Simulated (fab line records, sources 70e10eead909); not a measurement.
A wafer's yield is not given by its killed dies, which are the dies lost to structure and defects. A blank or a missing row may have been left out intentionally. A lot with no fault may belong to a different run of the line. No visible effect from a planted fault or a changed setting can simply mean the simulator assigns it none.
Problem report in the 8D (eight disciplines) form, filled by code -- flow nand harc -- the parts of the form that need people (team, actions taken, sign-off) are left out

## 1. THE ISSUE
Mean of thk nm at NHARC_A_ONON_D1_THK_MEAS_11: 878 nm across 4 wafers in 3 lots; on wafers with no fault it is 999 nm (standard deviation 9). That is -13 standard deviations from the usual mean.
The step: measures by ellipsometry.
First seen on wafer L833.5, day 13 19:40, on film metro-02. The record has a number at this step for 43 wafers belonging to 15 lots. The rule behind "out" and "out of limits": a value lying over 4 standard deviations away from the usual mean. Any other wafer with a number is counted as sound.

## 2. WHAT IT IS AND WHAT IT IS NOT
question,is,is not
which readings at this step,thk nm,-
which lots,"L833, L834, L836","L819, L820, L821, L822, L823, L824, L825, L826, L837, L839, L841, L842"
which wafers of those lots,"L833.5, L834.4, L834.5, L836.4","L833.1, L834.1, L836.2"
read on which gauges,film metro-02,film metro-01
when,from day 13 19:40,"up to then (25 sound wafers); but 14 sound wafers of L834, L836, L837, L839, L841, L842 came after"

## 3. WHAT RULES OUT EACH SUSPECT
Counting: a tool at a process step up to the reading stays a suspect if it ran every lot that is out. Sound lots after the first of them don't rule it out here, since some wafers of a struck lot are sound.
- the gauge at NHARC_A_ONON_D1_THK_MEAS_11: kept. All the wafers that are out were read on film metro-02, and no step on other tools shows them out.
- pecvd onon-01 at NHARC_A_ONON_D1_DEP_09 (target thk 1000 nm): kept. It processed each lot that is out (first: L833, day 13 19:08); up to then, its last sound lot is L826 (day 10 18:24).
The count leaves film metro-02 at NHARC_A_ONON_D1_THK_MEAS_11 and pecvd onon-01 at NHARC_A_ONON_D1_DEP_09.

## 4. THE CAUSE (what the simulator had put in)
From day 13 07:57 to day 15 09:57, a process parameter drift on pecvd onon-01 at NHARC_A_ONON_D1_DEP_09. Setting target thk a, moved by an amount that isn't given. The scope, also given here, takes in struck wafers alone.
2 suspects survive the count, and this tool is in that group.

## 5. THE EFFECT CHAIN, in route order
Each row: a reading where the mean over the struck wafers with a number is more than 3 standard deviations away from the usual. Readings are gone through only where the record gives a usual standard deviation; hours: the median, over the lots, of the time from a lot's start at the first step in this table giving one to that lot's start at this step; sigmas: the change measured in usual standard deviations.
hours,step,reading,usual,on struck wafers,change,sigmas
0,NHARC_A_ONON_D1_THK_MEAS_11,thk nm,999 nm,878,-120,-13

## 6. HOW IT WOULD HAVE BEEN CAUGHT EARLIER
Counted from the fault's start at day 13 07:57, it took 12 hours until the first out-of-limits reading at a measuring or inspecting step in this record, taken at day 13 19:40.
Among the 3 lots that are out, L834, L836 began NHARC_A_ONON_D1_DEP_09 on pecvd onon-01 after day 13 19:40. A hold on the tool at that time would have spared those 2.
